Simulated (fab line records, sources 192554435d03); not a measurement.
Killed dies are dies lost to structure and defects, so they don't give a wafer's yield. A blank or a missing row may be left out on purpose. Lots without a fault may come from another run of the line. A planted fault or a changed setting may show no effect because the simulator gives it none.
Split-lot experiment | flow n5_finfet | 7 lots, 21 wafers read, on a route of 1938 steps

THE SPLIT
At N5_BEOL_M5_COAT_22 (resist thk 30 nm), the setting spin_rpm was moved away from the recipe's 1500 rpm on 3 of the 21 wafers read, by -5.1% to +7.8%. The other wafers ran this setting at the recipe's value.

FROM THE SPLIT TO THE READING: what the file shows between them, 2 steps
- N5_BEOL_M5_EBR_24
- N5_BEOL_M5_SOFTBAKE_23: time 60 s

THE READING
CAR-EUV_of_BEOL_M5_COAT_22.thk_nm (the simulator's own value, which no gauge read), in nm, at N5_BEOL_M5_DESCUM_33 (chemistry O2, time 7 s). The file gives no usual value for it. The 18 wafers here that ran the recipe average 26.1 nm, standard deviation 0.1 nm.

wafer  | tool, chamber at the split | spin_rpm as run, rpm | against the recipe | CAR-EUV_of_BEOL_M5_COAT_22.thk_nm, nm | against lot-mates on the recipe
L080.2 | litho_track-04, 0          | 1500                 | recipe             | 26                                    | -
L080.3 | litho_track-04, 0          | 1500                 | recipe             | 26                                    | -
L080.6 | litho_track-04, 0          | 1500                 | recipe             | 26                                    | -
L074.2 | litho_track-04, 0          | 1500                 | recipe             | 26                                    | -
L074.4 | litho_track-04, 0          | 1500                 | recipe             | 26                                    | -
L074.5 | litho_track-04, 0          | 1500                 | recipe             | 26                                    | -
L084.1 | litho_track-02, 0          | 1500                 | recipe             | 26.2                                  | -
L084.3 | litho_track-02, 0          | 1500                 | recipe             | 26.2                                  | -
L084.2 | litho_track-02, 0          | 1500                 | recipe             | 26                                    | -
L083.2 | litho_track-03, 0          | 1617                 | +7.8%              | 25                                    | -1.2
L083.6 | litho_track-03, 0          | 1617                 | +7.8%              | 25                                    | -1.2
L083.5 | litho_track-03, 0          | 1500                 | recipe             | 26.2                                  | -
L087.2 | litho_track-02, 0          | 1500                 | recipe             | 26                                    | -
L087.4 | litho_track-02, 0          | 1423                 | -5.1%              | 26.8                                  | +0.7
L087.5 | litho_track-02, 0          | 1500                 | recipe             | 26.2                                  | -
L092.2 | litho_track-04, 0          | 1500                 | recipe             | 26.2                                  | -
L092.6 | litho_track-04, 0          | 1500                 | recipe             | 26.2                                  | -
L092.4 | litho_track-04, 0          | 1500                 | recipe             | 26                                    | -
L094.1 | litho_track-03, 0          | 1500                 | recipe             | 26.2                                  | -
L094.4 | litho_track-03, 0          | 1500                 | recipe             | 26.2                                  | -
L094.5 | litho_track-03, 0          | 1500                 | recipe             | 26.2                                  | -

THE FIT
A straight line over all 21 wafers: CAR-EUV_of_BEOL_M5_COAT_22.thk_nm changes by -0.14 nm for each +1% of spin_rpm; r = -0.97; the points scatter about the line by 0.097 nm.
The same after taking each lot's own level away (the mean of its wafers on the recipe; 21 wafers): -0.15 nm for each +1%; r = -0.99; scatter 0.065 nm.
On that fit, the largest move of spin_rpm shifts the reading by 1.2 nm.
The lots' own levels span 26.00 to 26.20 nm, that is 2.0 times the standard deviation above.
So the lot-to-lot level changes the slope little: the two slopes agree.
Check: with one of the wafers moved furthest among these (+7.8%) left out of the fit, the line predicts -1.16 nm for it against its lot-mates. It came out at -1.2 nm against them.

OTHER SPLITS ON THESE WAFERS
These wafers also went through other splits before the reading. Each is held against what the fit with the lots' levels taken away leaves over:
other split on the same wafers   | wafers away from the commonest value | r with CAR-EUV_of_BEOL_M5_COAT_22.thk_nm (lot level and that fit taken away)
N5_BEOL_M2_ETCH_69 bias_w        | 7                                    | -0.01
N5_BEOL_M2_ETCH_70 source_w      | 6                                    | -0.40
N5_BEOL_M3_ETCH_70 time_s        | 6                                    | +0.09
N5_BEOL_M3_TRENCH_ETCH_37 time_s | 7                                    | -0.17
N5_BEOL_M5_COAT_66 spin_rpm      | 6                                    | +0.17

THE WHOLE CHAIN: every reading that the file lists as answering this split, in the file's order
step                 | what it does           | reading                                                                            | change (the file's fit)               | r (the file's)
N5_BEOL_M5_COAT_22   | resist thk 30 nm       | CAR-EUV_of_BEOL_M5_COAT_22.thk_nm (the simulator's own value, which no gauge read) | -0.163 nm for each +1% of the setting | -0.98
N5_BEOL_M5_DESCUM_33 | chemistry O2, time 7 s | CAR-EUV_of_BEOL_M5_COAT_22.thk_nm (the simulator's own value, which no gauge read) | -0.149 nm for each +1% of the setting | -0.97

THE FILE'S OWN FIT
CAR-EUV_of_BEOL_M5_COAT_22.thk_nm changes by -0.149 nm for each +1% of spin_rpm, r = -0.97.
